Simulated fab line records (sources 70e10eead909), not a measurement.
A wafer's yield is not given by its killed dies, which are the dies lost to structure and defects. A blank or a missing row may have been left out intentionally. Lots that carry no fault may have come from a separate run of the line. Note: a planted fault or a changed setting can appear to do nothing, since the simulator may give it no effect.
What tool caused it?    flow nand harc    7 lots with 21 wafers sampled at 2 steps, on a route of 1159 steps

WHAT EACH GAUGE READ, for each wafer
NHARC_A_ONON_D1_THK_MEAS_24: measures by ellipsometry.
lot   measured      on             thk nm (nm)
L621  day 8 02:30   film metro-02  995 993 993
L624  day 8 14:38   film metro-02  1005 1006 1005
L630  day 10 10:19  film metro-01  1008 1457 1006
L634  day 10 23:04  film metro-01  1006 1006 1004
L635  day 11 09:10  film metro-01  1011 1011 1010
L638  day 12 09:21  film metro-02  993 992 993
L642  day 13 02:19  film metro-01  998 997 998

EACH LOT AND THE TOOL THAT RAN IT (in order: tool; ch and the chambers of the sampled wafers; start)
lot   NHARC_A_ONON_D1_DEP_22
L621  pecvd onon-03 ch 0, day 8 01:59
L624  pecvd onon-01 ch 0, day 8 14:07
L630  pecvd onon-03 ch 0, day 10 09:49
L634  pecvd onon-02 ch 0, day 10 22:33
L635  pecvd onon-01 ch 0, day 11 08:39
L638  pecvd onon-02 ch 0, day 12 08:50
L642  pecvd onon-01 ch 0, day 13 01:47
- NHARC_A_ONON_D1_DEP_22: target thk 1000 nm.

THE ANSWER, worked out from the rows above alone
Rule: usual is defined by the lots themselves. The widest of any qualifying gaps counts: lots, ordered by their means at a reading, are off when they make up no more than a third of the lots, leave a main group of 4 or more, and stand apart from it by 3 or more times the standard deviation of that group's means. A main group whose means are all the same, to the digits that the tables above print for the reading, isn't used. Also off: a lot with no number at a reading for which 4 or more lots have one. Where the step has rows for the other lots, those lots are counted as sound.
Off, at NHARC_A_ONON_D1_THK_MEAS_24 on thk nm: L630. Mean 1001 nm and standard deviation 6.6 in the main group.
A tool fits if, at a process step before that reading, it ran every lot that is off, and no sound lot after the first of them. The gauges at NHARC_A_ONON_D1_THK_MEAS_24 are tried like those tools. One candidate fits, namely pecvd onon-03 at NHARC_A_ONON_D1_DEP_22. A fault onset in the window from L621 (day 8 01:59, its last sound lot) to L630 (day 10 09:49, its first lot off) fits.

WHAT WAS PUT IN BY THE SIMULATOR
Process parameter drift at NHARC_A_ONON_D1_DEP_22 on pecvd onon-03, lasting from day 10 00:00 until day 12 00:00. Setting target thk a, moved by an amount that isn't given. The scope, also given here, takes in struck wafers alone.
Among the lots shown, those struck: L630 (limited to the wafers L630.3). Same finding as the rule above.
